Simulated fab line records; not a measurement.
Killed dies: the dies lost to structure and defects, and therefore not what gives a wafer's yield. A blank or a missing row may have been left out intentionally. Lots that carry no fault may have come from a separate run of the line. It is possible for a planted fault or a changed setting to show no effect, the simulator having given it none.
The same fault as seen by 3 desks + flow n5-finfet + numbers are kept per desk, each desk with only its own; the story behind them comes last

## AT THE METROLOGY DESK
Lot by lot, what the gauges showed, no matter which tool ran the lot: averages of those sampled wafers that carry a number. A lot is out of limits, marked OUT, if its mean lies more than 4 standard deviations from the usual mean; the brackets give that distance.
Columns: A = cd-nm at N5_SD_EPI_P_CD_MEAS_09, usual 240.9 nm; B = SD_P_BLK_OVL at N5_SD_EPI_P_OVL_MEAS_10, usual 0.0 nm
| lot  | first seen here | A     | B    |
|------|-----------------|-------|------|
| L436 | day 4 22:25     | 240.6 | 0.0  |
| L440 | day 6 02:21     | 240.3 | -0.9 |
| L441 | day 6 08:34     | 241.2 | -0.4 |
| L442 | day 6 11:34     | 241.1 | -0.0 |
| L443 | day 6 15:46     | 240.3 | -0.2 |
| L451 | day 8 23:06     | 241.8 | 0.4  |
| L452 | day 8 23:40     | 239.9 | 0.0  |
This desk found nothing out of limits on any of the 7 lots.

## THE DEFECT DESK
For each lot, the counts of the inspections along the route, averaged over the sampled wafers that have a number. A lot is out of limits, marked OUT, if its mean lies more than 4 standard deviations from the usual mean; the brackets give that distance.
Columns: A = raw-defect-count at N5_SD_EPI_P_INSPECT_11, usual 2.0
| lot  | first seen here | A   |
|------|-----------------|-----|
| L436 | day 4 22:28     | 2.3 |
| L440 | day 6 02:24     | 0.3 |
| L441 | day 6 08:37     | 2.0 |
| L442 | day 6 11:37     | 2.0 |
| L443 | day 6 15:50     | 2.5 |
| L451 | day 8 23:09     | 2.3 |
| L452 | day 8 23:44     | 2.0 |
This desk found nothing out of limits on any of the 7 lots.

## DESK OF THE TOOL OWNER: rie-si-06
The tool's own readings at N5_SD_EPI_P_SD_RECESS_17 (chemistry HBr/Cl2/O2, target depth 39.1 nm, bt time 3 s): means of the sampled wafers that have a number, for each lot that ran on this tool. A lot is out of limits, marked OUT, if its mean lies more than 4 standard deviations from the usual mean; the brackets give that distance.
Columns: A = drypump-motor-current-A at N5_SD_EPI_P_SD_RECESS_17, usual 6.0 A; B = mfc-cl2-sccm at N5_SD_EPI_P_SD_RECESS_17, usual 80.02 sccm; C = oes-product-au at N5_SD_EPI_P_SD_RECESS_17, usual 0.994 a.u.; D = throttle-valve-pct at N5_SD_EPI_P_SD_RECESS_17, usual 36.91 %
| lot  | first seen here | A   | B     | C     | D     |
|------|-----------------|-----|-------|-------|-------|
| L440 | day 6 03:07     | 6.3 | 79.73 | 1.000 | 37.12 |
| L441 | day 6 09:41     | 6.0 | 80.01 | 1.002 | 37.10 |
| L442 | day 6 12:36     | 6.3 | 80.16 | 0.992 | 37.01 |
| L443 | day 6 16:32     | 6.0 | 80.00 | 1.002 | 37.16 |
This desk found nothing out of limits on any of the 4 lots.

## BROUGHT TOGETHER
From the metrology desk's view, nothing was out of limits.
Nothing out of limits was seen by the defect desk.
The desk of the tool owner found nothing out of limits.

## WHAT THE SIMULATOR PUT IN
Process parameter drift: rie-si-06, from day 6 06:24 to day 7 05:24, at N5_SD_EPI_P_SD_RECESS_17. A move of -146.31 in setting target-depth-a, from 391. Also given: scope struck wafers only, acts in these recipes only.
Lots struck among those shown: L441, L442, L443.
